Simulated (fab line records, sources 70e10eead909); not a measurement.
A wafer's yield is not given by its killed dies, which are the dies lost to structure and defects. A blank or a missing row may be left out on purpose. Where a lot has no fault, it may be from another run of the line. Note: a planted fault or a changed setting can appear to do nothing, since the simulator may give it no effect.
Struck lot and sound lot, side by side	flow nandHarc	17 steps out of a route of 1302
Sound: these wafers, L474.4, L474.5, L474.6. Struck: wafers L484.4, L484.6. (L484.2 of the same lot was not struck and is left out.) The cause comes at the end.
For every step that has rows: the tool of each side, followed by ch and its chambers, followed by its first start. Under that, the readings that differ: sound wafers	struck wafers	difference of the means	sigmas: that difference in standard deviations of wafers without a fault.
alike: readings whose means differ by less than 2 such deviations, and words and numbers that are the same on both sides. not compared: withheld readings, readings that some wafer has no value for, bounds like >300 that may hide the same value, and numbers for which the record gives no deviation and whose values overlap.
Wherever a step has rows on one side only, a row that says differs or no value, or a row with sigmas, the two part there. Numbers that have no deviation but don't overlap get no sigmas and don't part them. A reading that every wafer of one side lacks parts them only if that side has two wafers or more.

first, 1 step without rows for these wafers: NHARC_A_M1_ETCH_35 (etches the open film in N2/H2, target depth 40 nm, overetch 12 nm, time 43.94 s).
NHARC_A_M1_ETCH_15: etches the open film in C4F8/Ar, target depth 182.5 nm, time 91.2 s.
  sound on rieDiel-12 ch 1,2,3; struck on rieDiel-01 ch 0
reading	sound	struck	difference	sigmas
rfVppV (V)	443.6 444.1 443.3	437.6 436.8	-6.5	-2
  alike: chamberPressureMTorr, oesProductAu, rfFwdPowerW
  not compared: rfHoursCounterH
NHARC_A_M1_CD_MEAS_16:
  struck on cdSem-01, day 31 10:51; sound on cdSem-01, day 28 00:59
  alike: cdNm
then, 1 step without rows for these wafers: NHARC_A_M1_STRIP_18 (strips in N2/H2).
NHARC_A_M1_ETCH_28: etches the open film in CF4/N2, target depth 30 nm, time 72.99 s.
  sound on rieDiel-09 ch 2,3; struck on rieDiel-12 ch 1,3
  alike: chamberPressureMTorr, drypumpMotorCurrentA, oesProductAu, rfFwdPowerW, rfVppV, showerheadPlenumPTorr, throttleValvePct
  not compared: rfHoursCounterH
then, 2 steps without rows for these wafers: NHARC_A_M1_STRIP_19 (strips in post etch residue remover, time 600 s); NHARC_A_M1_DEGAS_29 (time 60 s).
NHARC_A_M1_PRE_CLEAN_30: time 30 s.
  sound on pvdSputter-03; struck on pvdSputter-02
  alike: heaterPowerW
then, 1 step without rows for these wafers: NHARC_A_M1_PVD_20 (deposits TaN, target thk 5 nm, time 8.06 s).
NHARC_A_M1_PVD_21: deposits Cu, target thk 30 nm, time 20.49 s.
  sound on pvdSputter-03; struck on pvdSputter-02
  alike: throttleValvePct
then, 1 step without rows for these wafers: NHARC_A_M1_ECD_22 (material Cu, target thk 400 nm).
NHARC_A_M1_ANNEAL_31: time 90 s.
  sound on rtpAnneal-01 ch 0, day 28 02:35; struck on rtpAnneal-02 ch 0, day 31 12:21
reading	sound	struck	difference	sigmas
wafer_temp_C_max	226.0 226.3 226.7	225.8 225.4	-0.7	-2
NHARC_A_M1_CMP_23: polishes, t overpolish 20 s, target thk 154.34 nm.
  sound on cmp-04 ch 1,2,3, day 28 02:50; struck on cmp-03 ch 0,3, day 31 12:39
reading	sound	struck	difference	sigmas
timeToEndpointS (s)	23 29 22	37 37	+12	+4
  alike: motorCurrentA
after that, 1 step had no rows for these wafers: NHARC_A_M1_SRD_25.
NHARC_A_M1_INSPECT_27:
  struck on defectInspect-02, day 31 13:07; sound on defectInspect-01, day 28 03:15
reading	sound	struck	difference	sigmas
rawDefectCount	422 444 451	4941 5005	+4534	+35
then, 1 step without rows for these wafers: NHARC_A_M1_PRE_CLEAN_32 (time 12 s).
NHARC_END_SORT_01:
  here the record holds rows for the struck wafers (prober-02 ch 0, day 33 07:15) but none for the sound ones

== WHERE THEY PART ==
At NHARC_A_M1_ETCH_15 first; at NHARC_END_SORT_01 last (within this record only).

WHY: what had been put in by the simulator
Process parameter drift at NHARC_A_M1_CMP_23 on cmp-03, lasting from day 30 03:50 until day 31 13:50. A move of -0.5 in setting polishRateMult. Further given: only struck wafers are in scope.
